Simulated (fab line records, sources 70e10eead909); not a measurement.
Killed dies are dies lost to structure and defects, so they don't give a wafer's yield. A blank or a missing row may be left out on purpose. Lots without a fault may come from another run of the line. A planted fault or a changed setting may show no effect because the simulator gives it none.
fab line records | flow nand_harc
record lots=12 wafers=36 last_day=34
route steps=1302 shown A_STAIRCASE@683 END@1302
lots that met no fault: from a run of the same line without faults
start_h: hours from the record's first day to the start of the lot's first wafer shown | wait_h: hours since the lot's step before | " the same as in the row above | L1.1+2: a row that stands for several wafers | - no value, or no start given | * or withheld: withheld | < > ~ a bound
route shown NAME@n: a module of which the file shows steps, and the number in the route of the first | usual: mean/standard deviation of fault-free wafers | same: alike in all rows | chamber/n: place in a boat | sites: the reading at each site | _std_site: their standard deviation | _edge_site: outer sites' mean less inner sites' | radius_mm: how far each site lies from the wafer's centre | mask NAME#n: copy n | behind: the tool/chamber that last shaped the wafer | hold: why the lot was held/for how many hours/how that ended | device: the transistor (n, p or np) that didn't switch | end of line: the same wafers' tests at the end of the route | a step without rows: its recipe alone | killed: dies lost to structure and defects at the first sort, not the wafer's yield | map: a wafer's dies, x killed, . not, _ none there
set.NAME: the setting as run; set.NAME@STEP: as run at that earlier step | model.NAME: the simulator's own value behind a step, which no gauge read
steps of the route over a sample of lots; a table a step, a row a wafer
services: from which hour (start_h, from the record's first day; less than 0 if before it) a tool's chamber was out of use, for how many hours, and why
## steps
# step NHARC_A_STAIRCASE_TRIM_26
# recipe time_s=211.2 o2_flow_sccm=500 ar_flow_sccm=0 bias_w=0 chemistry=O2
# usual drypump_motor_current_A=5.8/0.48 mfc_ar_sccm=0.011/0.015 oes_product_au=1.002/0.0089 rf_vpp_V=57.9/0.92 showerhead_plenum_p_Torr=3.51/0.18 throttle_valve_pct=17.037/0.0084
# columns lot.wafer tool chamber start_h wait_h drypump_motor_current_A mfc_ar_sccm oes_product_au rf_hours_counter_h rf_vpp_V showerhead_plenum_p_Torr throttle_valve_pct
L511.1 rie_diel-05 1 - - 6.6 0 0.997 38 57.7 3.44 17.038
L511.2 " 2 " " 6.3 0.001 0.989 36 56.2 3.37 17.037
L511.4 " 3 " " 5.0 0.032 0.998 42 59.0 3.29 17.025
L513.2 rie_diel-04 3 - - 6.3 0 0.991 7 56.4 3.51 17.032
L513.5 " 0 " " 5.2 0.040 1.003 - 57.3 3.35 17.032
L513.6 " 1 " " 5.4 0 1.008 - 57.9 3.78 17.056
L512.1 rie_diel-11 3 - - 5.9 0.013 1.004 17 57.1 3.29 17.049
L512.2 " 1 " " 5.8 0.002 1.011 43 57.6 3.65 17.026
L512.6 " 2 " " 5.6 0 0.998 - 57.1 3.30 17.038
L514.3 rie_diel-11 0 - - 6.4 0 1.003 47 58.2 3.48 17.030
L514.2 " 3 " " 5.8 0.013 1.017 25 58.1 3.28 17.050
L514.6 " 0 " " 6.5 0 1.017 - 58.8 3.48 17.048
L515.3 rie_diel-05 1 - - 6.7 0 0.986 54 55.1 3.43 17.041
L515.1 " 2 " " 6.3 0.001 0.996 49 58.4 3.36 17.029
L515.6 " 3 " " 5.0 0.032 0.999 - 57.8 3.28 17.032
L517.3 rie_diel-05 1 - - 6.6 0 0.995 6 58.6 3.42 17.024
L517.5 " 3 " " 5.0 0.032 1.003 - 58.1 3.81 17.025
L517.6 " 0 " " 5.5 0.018 1.014 - 58.6 3.65 17.038
L524.3 rie_diel-11 0 - - 6.5 0 0.996 15 58.7 3.47 17.057
L524.6 " 1 " " 5.8 0.002 0.998 - 59.0 3.63 17.043
L524.5 " 2 " " 5.6 0 0.995 - 57.0 3.29 17.047
L526.4 rie_diel-11 1 - - 5.8 0.002 0.995 22 58.4 3.63 17.041
L526.2 " 2 " " 5.5 0 1.005 20 56.8 3.28 17.030
L526.5 " 0 " " 6.4 0 1.003 - 56.8 3.47 17.035
L525.4 rie_diel-04 2 - - 5.7 0.037 0.988 50 57.1 3.52 17.036
L525.3 " 3 " " 6.3 0 0.994 50 57.7 3.49 17.037
L525.6 " 2 " " 5.7 0.037 0.982 - 57.5 3.52 17.046
L530.2 rie_diel-11 2 - - 5.5 0 1.000 35 57.5 3.28 17.036
L530.3 " 0 " " 6.4 0 1.002 36 58.6 3.46 17.039
L530.1 " 1 " " 5.8 0.002 0.999 39 57.4 3.62 17.032
L533.2 rie_diel-04 1 - - 5.4 0 1.005 18 59.4 3.73 17.039
L533.3 " 3 " " 6.2 0 1.008 17 58.2 3.47 17.037
L533.5 " 1 " " 5.4 0 1.001 - 57.0 3.73 17.041
L532.3 rie_diel-04 2 - - 5.7 0.037 1.018 19 57.6 3.50 17.029
L532.2 " 0 " " 5.2 0.040 1.010 7 58.8 3.32 17.038
L532.6 " 2 " " 5.7 0.037 1.005 - 57.4 3.50 17.040
# step NHARC_A_STAIRCASE_ETCH_188
# recipe target_depth_a=1000 time_s=40.5 ion_energy_ev=400 c4f8_flow_sccm=20 o2_flow_sccm=10 ar_flow_sccm=withheld rf_w=600 bias_w=1000 chemistry=C4F8/O2
# usual oes_product_au=0.942/0.015 rf_vpp_V=895/6 run_length_s=61.8/0.35
# columns lot.wafer tool chamber start_h wait_h oes_product_au rf_hours_counter_h rf_vpp_V run_length_s
L511.2 rie_diel-05 1 - - 0.935 39 891 62.0
L511.4 " 3 " " 0.942 42 887 62.1
L511.1 " 0 " " 0.951 41 901 61.2
L513.2 rie_diel-04 2 - - 0.931 6 895 61.6
L513.5 " 1 " " 0.943 - 904 61.1
L513.6 " 2 " " 0.929 - 896 62.1
L512.2 rie_diel-05 2 - - 0.945 43 891 61.7
L512.1 " 3 " " 0.955 47 887 61.8
L512.6 " 2 " " 0.943 - 888 61.5
L514.3 rie_diel-05 1 - - 0.938 54 892 62.2
L514.2 " 3 " " 0.938 53 886 61.8
L514.6 " 3 " " 0.939 - 886 61.6
L515.3 rie_diel-05 2 - - 0.912 50 890 61.7
L515.1 " 3 " " 0.930 54 886 61.5
L515.6 " 3 " " 0.918 - 886 61.7
L517.3 rie_diel-11 1 - - 0.946 52 899 61.6
L517.5 " 2 " " 0.946 - 887 61.6
L517.6 " 3 " " 0.973 - 886 62.1
L524.3 rie_diel-04 3 - - 0.970 43 895 62.5
L524.5 " 0 " " 0.965 - 890 62.2
L524.6 " 1 " " 0.947 - 904 61.1
L526.4 rie_diel-11 1 - - 0.915 23 901 62.3
L526.2 " 2 " " 0.925 21 887 61.7
L526.5 " 1 " " 0.912 - 899 62.1
L525.4 rie_diel-05 0 - - 0.958 42 899 61.6
L525.3 " 1 " " 0.952 39 891 62.3
L525.6 " 3 " " 0.957 - 906 61.6
L530.1 rie_diel-05 0 - - 0.948 52 898 61.1
L530.3 " 1 " " 0.945 47 891 62.6
L530.2 " 2 " " 0.954 33 891 62.2
L533.3 rie_diel-11 0 - - 0.943 50 894 62.1
L533.2 " 3 " " 0.960 49 905 62.2
L533.5 " 0 " " 0.953 - 892 62.0
L532.3 rie_diel-04 0 - - 0.936 8 889 61.9
L532.2 " 1 " " 0.957 20 902 61.2
L532.6 " 2 " " 0.949 - 896 61.5
# step NHARC_A_STAIRCASE_TRIM_189
# recipe time_s=211.2 o2_flow_sccm=500 ar_flow_sccm=0 bias_w=0 chemistry=O2
# usual drypump_motor_current_A=5.8/0.55 mfc_ar_sccm=0.012/0.015 oes_product_au=0.999/0.0092 rf_vpp_V=57.7/0.95 showerhead_plenum_p_Torr=3.50/0.17 throttle_valve_pct=17.036/0.0086
# columns lot.wafer tool chamber start_h wait_h drypump_motor_current_A mfc_ar_sccm oes_product_au rf_hours_counter_h rf_vpp_V showerhead_plenum_p_Torr throttle_valve_pct
L511.4 rie_diel-05 2 - - 6.3 0.001 0.983 37 57.2 3.37 17.037
L511.2 " 3 " " 4.9 0.032 0.993 42 56.4 3.29 17.021
L511.1 " 0 " " 5.5 0.018 0.997 41 58.4 3.66 17.032
L513.2 rie_diel-04 2 - - 5.7 0.037 0.975 6 57.0 3.54 17.039
L513.5 " 3 " " 6.3 0 1.002 - 57.2 3.51 17.045
L513.6 " 0 " " 5.2 0.040 1.006 - 55.5 3.35 17.029
L512.2 rie_diel-05 1 - - 6.6 0 0.989 45 57.5 3.43 17.035
L512.1 " 3 " " 5.0 0.032 0.991 47 57.4 3.28 17.043
L512.6 " 1 " " 6.7 0 0.999 - 58.6 3.43 17.031
L514.2 rie_diel-05 2 - - 6.3 0.001 0.995 50 57.4 3.36 17.029
L514.3 " 3 " " 5.0 0.032 0.994 53 57.9 3.28 17.035
L514.6 " 3 " " 5.0 0.032 1.005 - 57.3 3.28 17.037
L515.3 rie_diel-05 1 - - 6.7 0 0.991 55 58.1 3.43 17.038
L515.1 " 2 " " 6.4 0.001 0.982 50 55.5 3.36 17.026
L515.6 " 2 " " 6.4 0.001 0.987 - 55.9 3.36 17.039
L517.3 rie_diel-11 0 - - 6.4 0 1.005 56 57.1 3.48 17.039
L517.6 " 3 " " 5.8 0.013 1.016 - 57.9 3.28 17.041
L517.5 " 0 " " 6.4 0 1.005 - 58.2 3.48 17.026
L524.3 rie_diel-04 3 - - 6.2 0 1.004 43 56.8 3.49 17.043
L524.6 " 0 " " 5.2 0.040 0.998 - 58.8 3.33 17.022
L524.5 " 1 " " 5.4 0 1.002 - 58.5 3.75 17.044
L526.4 rie_diel-11 1 - - 5.8 0.002 0.988 23 58.7 3.63 17.030
L526.2 " 0 " " 6.4 0 0.999 22 58.7 3.46 17.055
L526.5 " 1 " " 5.8 0.002 0.980 - 57.9 3.63 17.036
L525.3 rie_diel-05 3 - - 5.0 0.032 1.014 37 59.2 3.79 17.041
L525.4 " 1 " " 6.6 0 0.995 39 56.6 3.41 17.029
L525.6 " 0 " " 5.5 0.018 0.993 - 57.4 3.63 17.027
L530.1 rie_diel-05 3 - - 5.0 0.032 1.012 47 59.0 3.78 17.042
L530.2 " 0 " " 5.5 0.018 1.004 52 59.2 3.62 17.036
L530.3 " 1 " " 6.7 0 0.993 47 56.3 3.40 17.030
L533.3 rie_diel-11 3 - - 5.9 0.013 1.006 49 58.2 3.78 17.046
L533.2 " 0 " " 6.4 0 1.003 50 57.9 3.45 17.049
L533.5 " 1 " " 5.8 0.002 0.986 - 57.4 3.61 17.037
L532.2 rie_diel-04 3 - - 6.2 0 1.012 19 57.7 3.47 17.047
L532.3 " 2 " " 5.7 0.037 1.010 20 59.3 3.50 17.038
L532.6 " 3 " " 6.2 0 1.010 - 58.5 3.47 17.049
# step NHARC_A_STAIRCASE_ETCH_199
# recipe target_depth_a=1000 time_s=40.5 ion_energy_ev=400 c4f8_flow_sccm=20 o2_flow_sccm=10 ar_flow_sccm=withheld rf_w=600 bias_w=1000 chemistry=C4F8/O2
# usual oes_product_au=0.948/0.012 rf_vpp_V=896/6.2 run_length_s=61.8/0.39
# columns lot.wafer tool chamber start_h wait_h oes_product_au rf_hours_counter_h rf_vpp_V run_length_s
L511.1 rie_diel-05 1 366.80 - 0.937 39 892 61.9
L511.2 " 2 " " 0.934 37 891 61.5
L511.4 " 3 " " 0.943 43 887 61.5
L513.2 rie_diel-04 2 378.73 - 0.931 6 896 61.8
L513.5 " 2 " " 0.930 - 895 61.6
L513.6 " 3 " " 0.934 - 895 62.4
L512.2 rie_diel-05 3 379.06 - 0.950 47 886 62.0
L512.1 " 1 " " 0.932 46 891 62.3
L512.6 " 2 " " 0.938 - 890 61.8
L514.3 rie_diel-05 2 397.47 - 0.919 51 891 61.6
L514.2 " 3 " " 0.933 54 885 61.5
L514.6 " 2 " " 0.929 - 890 61.9
L515.1 rie_diel-04 2 398.71 - 0.945 17 897 61.7
L515.3 " 0 " " 0.964 15 888 62.0
L515.6 " 1 " " 0.950 - 904 61.0
L517.3 rie_diel-11 1 431.48 - 0.944 52 902 61.5
L517.6 " 0 " " 0.950 - 892 61.9
L517.5 " 1 " " 0.951 - 902 61.5
L524.3 rie_diel-05 2 496.87 - 0.972 17 890 51.1
L524.5 " 2 " " 0.978 - 891 51.1
L524.6 " 3 " " 0.947 - 904 51.2
L526.2 rie_diel-11 1 517.87 - 0.924 23 899 62.1
L526.4 " 3 " " 0.947 21 905 61.9
L526.5 " 0 " " 0.941 - 893 61.9
L525.4 rie_diel-05 0 521.57 - 0.929 43 899 50.3
L525.3 " 1 " " 0.945 39 892 51.3
L525.6 " 0 " " 0.928 - 899 50.3
L530.2 rie_diel-11 3 553.16 - 0.961 33 905 61.8
L530.3 " 1 " " 0.948 40 900 61.7
L530.1 " 2 " " 0.962 36 886 61.6
L533.2 rie_diel-05 3 594.13 - 0.962 1 903 61.9
L533.3 " 1 " " 0.960 1 891 62.3
L533.5 " 3 " " 0.955 - 906 62.3
L532.2 rie_diel-04 2 597.95 - 0.952 20 895 61.9
L532.3 " 3 " " 0.956 20 895 62.4
L532.6 " 2 " " 0.949 - 895 61.4
# step NHARC_END_SORT_01
# recipe temp_c=25
# usual killed_at_array=64/16 killed_at_other=1.0/1.1 killed_at_periphery=3.5/2.3 killed_dies=69/17 killed_open=3.2/1.6 killed_short=2.4/1.6
# same gross_dies=677
# columns lot.wafer tool chamber start_h wait_h killed_at_array killed_at_other killed_at_periphery killed_dies killed_open killed_short
L524.3 prober-02 0 708.60 3.1 587 1 9 597 3 2
L524.5 prober-02 0 710.18 3.7 601 0 8 609 4 3
L524.6 prober-02 0 710.97 4.0 576 0 10 586 5 4
L525.3 prober-01 0 725.95 3.1 521 0 3 524 1 1
L525.4 prober-01 0 726.76 3.4 583 1 4 588 3 3
L525.6 prober-01 0 728.38 4.0 570 0 1 571 3 0
# killed by level:class
L524.3 A_STAIRCASE:area_etch=540 A_CHANNEL_HOLE_D2:chamber_film_flake=20 A_CHANNEL_HOLE_D1:chamber_film_flake=13 A_SLIT:chamber_film_flake=6 P_M0:chamber_film_flake=4 P_BONDPAD:chamber_film_flake=2 A_STAIRCASE:chamber_film_flake=2 P_STI:geometric_particle:open=1
L524.5 A_STAIRCASE:area_etch=561 A_CHANNEL_HOLE_D2:chamber_film_flake=18 A_CHANNEL_HOLE_D1:chamber_film_flake=9 A_STAIRCASE:chamber_film_flake=4 A_SLIT:chamber_film_flake=3 P_GATE:geometric_particle:open=2 P_M0:chamber_film_flake=2 P_BONDPAD:chamber_film_flake=2
L524.6 A_STAIRCASE:area_etch=528 A_CHANNEL_HOLE_D2:chamber_film_flake=22 A_CHANNEL_HOLE_D1:chamber_film_flake=10 P_BONDPAD:chamber_film_flake=5 A_STAIRCASE:chamber_film_flake=4 A_WL_FILL:geometric_particle:open=3 P_M0:chamber_film_flake=3 A_SLIT:chamber_film_flake=2
L525.3 A_STAIRCASE:area_etch=469 A_CHANNEL_HOLE_D2:chamber_film_flake=29 A_CHANNEL_HOLE_D1:chamber_film_flake=12 A_CONTACT:chamber_film_flake=4 A_STAIRCASE:chamber_film_flake=2 A_SLIT:chamber_film_flake=2 P_ZERO_WELL:geometric_particle:short=1 P_M2:geometric_particle:open=1
L525.4 A_STAIRCASE:area_etch=532 A_CHANNEL_HOLE_D2:chamber_film_flake=23 A_CHANNEL_HOLE_D1:chamber_film_flake=11 A_SLIT:chamber_film_flake=4 A_CONTACT:chamber_film_flake=3 P_CONTACT:geometric_particle:open=2 A_STAIRCASE:chamber_film_flake=2 A_BLC:chamber_film_flake=2
L525.6 A_STAIRCASE:area_etch=515 A_CHANNEL_HOLE_D2:chamber_film_flake=21 A_SLIT:chamber_film_flake=8 A_CHANNEL_HOLE_D1:chamber_film_flake=7 A_STAIRCASE:chamber_film_flake=6 A_CHANNEL_FILL_D1:chamber_film_flake=3 A_CONTACT:chamber_film_flake=3 A_CHANNEL_FILL_D2:chamber_film_flake=2
## services
# columns tool chamber start_h hours kind
rie_diel-04 - 354.97 9.0 pm
rie_diel-05 0 361.44 - clean
rie_diel-05 1 361.44 - clean
rie_diel-05 2 361.44 - clean
rie_diel-05 3 361.44 - clean
rie_diel-04 - 365.64 0.3 repair
rie_diel-05 0 386.85 20.6 repair
rie_diel-05 1 388.29 - clean
rie_diel-05 2 388.29 - clean
rie_diel-05 3 388.29 - clean
rie_diel-05 - 406.65 9.0 pm
rie_diel-05 1 406.65 9.0 vent_cycle
rie_diel-05 2 406.65 9.0 vent_cycle
rie_diel-05 3 406.65 9.0 vent_cycle
rie_diel-05 0 415.65 - clean
rie_diel-05 1 415.65 - clean
rie_diel-05 1 415.65 - consumable_replace:focus_ring
rie_diel-05 2 415.65 - clean
rie_diel-05 2 415.65 - consumable_replace:focus_ring
rie_diel-11 - 432.64 9.0 pm
rie_diel-05 2 452.12 16.0 repair
rie_diel-04 0 518.99 65.0 repair
rie_diel-04 - 533.58 9.0 pm
rie_diel-05 - 583.65 9.0 pm
## key
first_sign step=NHARC_A_STAIRCASE_ETCH_199 reading=run_length_s direction=down sigmas=28 usual=* struck=*
effect step=NHARC_END_SORT_01 reading=killed_at_array direction=up sigmas=31 usual=64 struck=573
more_kills_born_at NHARC_A_STAIRCASE_ETCH_199@rie_diel-05=3145
met_at NHARC_A_STAIRCASE_ETCH_199
struck_lots L524,L525
later_rows_left_out L524.3,L524.5,L524.6,L525.3,L525.4,L525.6
tester_left_out L524,L525
not_acting_at NHARC_A_STAIRCASE_TRIM_26,NHARC_A_STAIRCASE_ETCH_188,NHARC_A_STAIRCASE_TRIM_189
onset_between 397.47 496.87
fault kind=process_parameter_drift tool=rie_diel-05 chamber=- onset_h=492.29 steps=NHARC_A_STAIRCASE_ETCH_199 channel=time_s offset=* shape=step end_h=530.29 acts_in=* stated=*
# tester_left_out: of these lots the tester's yield and bins aren't shown, on N5 and GAA mostly nor the transistor test; their killed dies are dies lost to structure and defects alone, not to doping, threshold or leakage, so they don't give the yield
# later_rows_left_out: the simulator's readings of these wafers behind a module that went badly wrong aren't trusted and aren't shown, but for the sort
